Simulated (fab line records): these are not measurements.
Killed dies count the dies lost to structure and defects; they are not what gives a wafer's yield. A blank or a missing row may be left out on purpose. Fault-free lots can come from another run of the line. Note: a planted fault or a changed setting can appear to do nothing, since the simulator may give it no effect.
Chamber matching | flow nand-harc | NHARC_P_M1_ETCH_35 on rie-diel-13: 4 sister chambers
The step etches the open film in N2/H2, target depth 40 nm, overetch 12 nm, time 43.94 s. 20 wafers are shown with their chamber, then 10 later ones without.

## EACH WAFER AND ITS CHAMBER
wafer  | chamber | showerhead-plenum-p-Torr (Torr) | rf-vpp-V (V) | oes-product-au (a.u.)
L079.3 | 0       | 2.10                            | 432.2        | 0.985
L079.5 | 0       | 2.10                            | 432.0        | 0.984
L079.6 | 3       | 2.03                            | 430.1        | 1.003
L081.2 | 0       | 2.10                            | 431.9        | 0.993
L081.3 | 1       | 1.99                            | 430.6        | 0.997
L081.6 | 3       | 2.03                            | 429.8        | 0.997
L083.1 | 3       | 2.02                            | 429.4        | 0.988
L083.3 | 1       | 1.99                            | 429.2        | 0.996
L083.5 | 1       | 1.99                            | 430.2        | 1.005
L084.1 | 2       | 1.98                            | 428.0        | 0.996
L084.3 | 1       | 1.99                            | 428.7        | 1.001
L084.5 | 1       | 1.99                            | 429.5        | 0.993
L085.2 | 0       | 2.09                            | 430.8        | 0.977
L085.3 | 3       | 2.02                            | 431.2        | 0.992
L085.6 | 1       | 1.99                            | 427.9        | 0.986
L087.1 | 0       | 2.09                            | 432.0        | 0.978
L087.2 | 3       | 2.02                            | 430.4        | 0.996
L087.6 | 3       | 2.02                            | 429.5        | 0.989
L089.3 | 3       | 2.02                            | 431.9        | 0.998
L089.5 | 2       | 1.98                            | 430.3        | 0.991

SIGNATURES (means of the wafers above)
reading                  | chamber 0 | chamber 1 | chamber 2 | chamber 3 | scatter within a chamber
showerhead-plenum-p-Torr | 2.0960    | 1.9900    | 1.9800    | 2.0229    | 0.00405
rf-vpp-V                 | 431.780   | 429.350   | 429.150   | 430.329   | 0.931
oes-product-au           | 0.98340   | 0.99633   | 0.99350   | 0.99471   | 0.00594
Rule: a wafer's distance from a chamber is the root of the sum, over the readings, of the square of ((its reading less the chamber's mean) divided by the reading's scatter). The wafer belongs to the nearest chamber; if the next one is less than 2 further off, it can't be placed. The scatter is the square root of a quotient: the sum, over the shown wafers, of each reading's squared deviation from its chamber's mean, divided by wafers minus chambers.

## WAFERS WHOSE CHAMBER IS MISSING
wafer  | showerhead-plenum-p-Torr (Torr) | rf-vpp-V (V) | oes-product-au (a.u.)
L089.6 | 1.99                            | 429.5        | 0.984
L090.1 | 2.09                            | 431.3        | 0.988
L090.2 | 2.02                            | 431.1        | 0.982
L090.4 | 1.99                            | 428.7        | 0.986
L094.1 | 1.99                            | 428.3        | 0.995
L094.4 | 2.02                            | 431.3        | 0.985
L094.5 | 2.02                            | 430.9        | 0.998
L095.1 | 2.09                            | 431.8        | 0.995
L095.3 | 2.02                            | 430.2        | 0.999
L095.5 | 2.09                            | 431.5        | 0.998

## WHICH CHAMBER EACH WENT THROUGH
wafer  | from the rows above     | in truth
L089.6 | can't be placed: 1 or 2 | 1
L090.1 | 0                       | 0
L090.2 | 3                       | 3
L090.4 | can't be placed: 1 or 2 | 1
L094.1 | can't be placed: 1 or 2 | 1
L094.4 | 3                       | 3
L094.5 | 3                       | 3
L095.1 | 0                       | 0
L095.3 | 3                       | 3
L095.5 | 0                       | 0
Correctly placed: 7 of 10. Cannot be placed on the basis of these rows: 3; the candidates contain the true chamber in 3. Placed wrongly: 0.
